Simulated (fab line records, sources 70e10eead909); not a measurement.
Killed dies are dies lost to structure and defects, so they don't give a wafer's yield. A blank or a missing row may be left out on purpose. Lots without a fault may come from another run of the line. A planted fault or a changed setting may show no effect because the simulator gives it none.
A struck lot beside a sound one | flow nand_harc | 14 steps out of a route of 1302
Sound: wafers L762.3, L762.4, L762.5. Struck: wafers L753.2, L753.5, L753.6. The cause comes at the end.
At each step with rows: each side's tool, then ch and its chambers, then its first start. Under that, the readings that differ: sound wafers | struck wafers | difference of the means | sigmas: that difference in standard deviations of wafers without a fault.
alike: readings whose means differ by less than 2 such deviations, and words and numbers that are the same on both sides. not compared: withheld readings, readings that some wafer has no value for, bounds like >300 that may hide the same value, and numbers for which the record gives no deviation and whose values overlap.
The two part at a step that has a row with sigmas, a row that says differs or no value, or rows on one side only. Numbers that don't overlap but have no deviation are shown without sigmas and don't part them. A reading that every wafer of one side lacks parts them only if that side has two wafers or more.

first, 4 steps without rows for these wafers: NHARC_A_M1_EBR_05; NHARC_A_M1_EXPOSE_06 (exposes mask A M1, target cd 120 nm); NHARC_A_M1_PEB_07 (peb time 65 s); NHARC_A_M1_DEVELOP_08 (develop time 35 s).
NHARC_A_M1_CD_MEAS_09: target cd 120 nm.
  sound on cd_sem-02 ch 0, day 29 16:20; struck on cd_sem-03 ch 0, day 26 03:41
  alike: cd_nm
NHARC_A_M1_OVL_MEAS_10: pitch 240 nm.
  sound on overlay-01, day 29 16:25; struck on overlay-02, day 26 03:46
  alike: overlay_x_nm, overlay_y_nm
NHARC_A_M1_INSPECT_11:
  sound on defect_inspect-01, day 29 16:28; struck on defect_inspect-02, day 26 03:49
  alike: raw_defect_count
NHARC_A_M1_DESCUM_14: chemistry O2, time 3 s.
  sound on rie_diel-04 ch 0,1, day 29 16:32; struck on rie_diel-04 ch 1,3, day 26 03:52
  alike: chamber_pressure_mTorr, drypump_motor_current_A, oes_product_au, rf_vpp_V, showerhead_plenum_p_Torr, throttle_valve_pct
  not compared: rf_hours_counter_h
NHARC_A_M1_ETCH_35: etches the open film in N2/H2, target depth 40 nm, overetch 12 nm, time 43.94 s.
  sound on rie_diel-04 ch 0,1,2, day 29 16:38; struck on rie_diel-04 ch 1,3, day 26 04:01
  alike: bias_w, chamber_pressure_mTorr, drypump_motor_current_A, oes_product_au, rf_vpp_V, showerhead_plenum_p_Torr, throttle_valve_pct
  not compared: rf_hours_counter_h
NHARC_A_M1_ETCH_15: etches the open film in C4F8/Ar, target depth 182.5 nm, time 91.2 s.
  sound on rie_diel-04 ch 1,2; struck on rie_diel-04 ch 1,3, day 26 04:09
  alike: bias_w, chamber_pressure_mTorr, oes_product_au, rf_vpp_V
  not compared: rf_hours_counter_h
NHARC_A_M1_CD_MEAS_16:
  sound on cd_sem-03, day 29 16:52; struck on cd_sem-02, day 26 04:19
  alike: cd_nm
NHARC_A_M1_STRIP_18: strips in N2/H2.
  sound on rie_diel-10 ch 0,1,3, day 29 16:56; struck on rie_diel-07 ch 0,1,3, day 26 04:26
  alike: chamber_pressure_mTorr, drypump_motor_current_A, oes_product_au, rf_vpp_V, showerhead_plenum_p_Torr, throttle_valve_pct
  not compared: rf_hours_counter_h
NHARC_A_M1_ETCH_28: etches the open film in CF4/N2, target depth 30 nm, time 72.99 s.
  sound on rie_diel-10 ch 0,2, day 29 17:14; struck on rie_diel-07 ch 1,2,3, day 26 04:39
  no value came back on the struck wafers for any of 8 readings (bias_w (W), cf4_flow_sccm (sccm) and others); on the sound wafers bias_w (W) reads 99.85 99.89 99.39
  not compared: rf_hours_counter_h
then, 1 step without rows for these wafers: NHARC_A_M1_STRIP_19 (strips in post etch residue remover, time 600 s).

WHERE THEY PART
Only at NHARC_A_M1_ETCH_28, within this record.

WHY: what the simulator had put in
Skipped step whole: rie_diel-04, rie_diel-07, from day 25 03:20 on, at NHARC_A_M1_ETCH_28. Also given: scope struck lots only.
